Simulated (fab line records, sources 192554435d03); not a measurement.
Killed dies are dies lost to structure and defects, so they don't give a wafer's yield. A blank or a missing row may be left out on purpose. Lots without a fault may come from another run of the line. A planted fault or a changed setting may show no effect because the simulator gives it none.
Chamber matching | flow n5_finfet | N5_DUMMY_REMOVAL_STRIP_10 on rie_diel-03: 4 sister chambers
The step strips in N2/H2, time 40 s. 4 wafers are shown with their chamber, then 12 later ones without.

WAFERS WITH THEIR CHAMBER
wafer  | chamber | showerhead_plenum_p_Torr (Torr)
L085.2 | 3       | 3.20
L087.2 | 2       | 3.30
L087.3 | 0       | 3.43
L087.4 | 1       | 3.22

WAFERS WITHOUT THEIR CHAMBER
wafer  | showerhead_plenum_p_Torr (Torr)
L090.1 | 3.20
L090.2 | 3.43
L090.3 | 3.30
L093.2 | 3.43
L093.4 | 3.21
L093.6 | 3.43
L094.2 | 3.19
L094.3 | 3.43
L094.5 | 3.43
L097.2 | 3.19
L097.5 | 3.19
L097.6 | 3.30

WHICH CHAMBER EACH WENT THROUGH
wafer  | from the rows above     | in truth
L090.1 | 3                       | 3
L090.2 | 0                       | 0
L090.3 | 2                       | 2
L093.2 | 0                       | 0
L093.4 | can't be placed: 3 or 1 | 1
L093.6 | 0                       | 0
L094.2 | 3                       | 3
L094.3 | 0                       | 0
L094.5 | 0                       | 0
L097.2 | 3                       | 3
L097.5 | 3                       | 3
L097.6 | 2                       | 2
Placed correctly: 11 of 12. Can't be placed from these rows: 1 (the true chamber is among the candidates in 1). Placed wrongly: 0.
How it was worked out, from the rows above alone: a wafer's distance from a chamber is the root of the sum, over the readings, of the square of ((its reading less the chamber's mean) divided by the reading's scatter). The wafer belongs to the nearest chamber; if the next one is less than 2 further off, it can't be placed. A chamber's mean is the mean of its shown wafers. The scatter: with one shown wafer a chamber, the root of the mean of the squares of how far each hidden wafer lies from its nearest shown one.
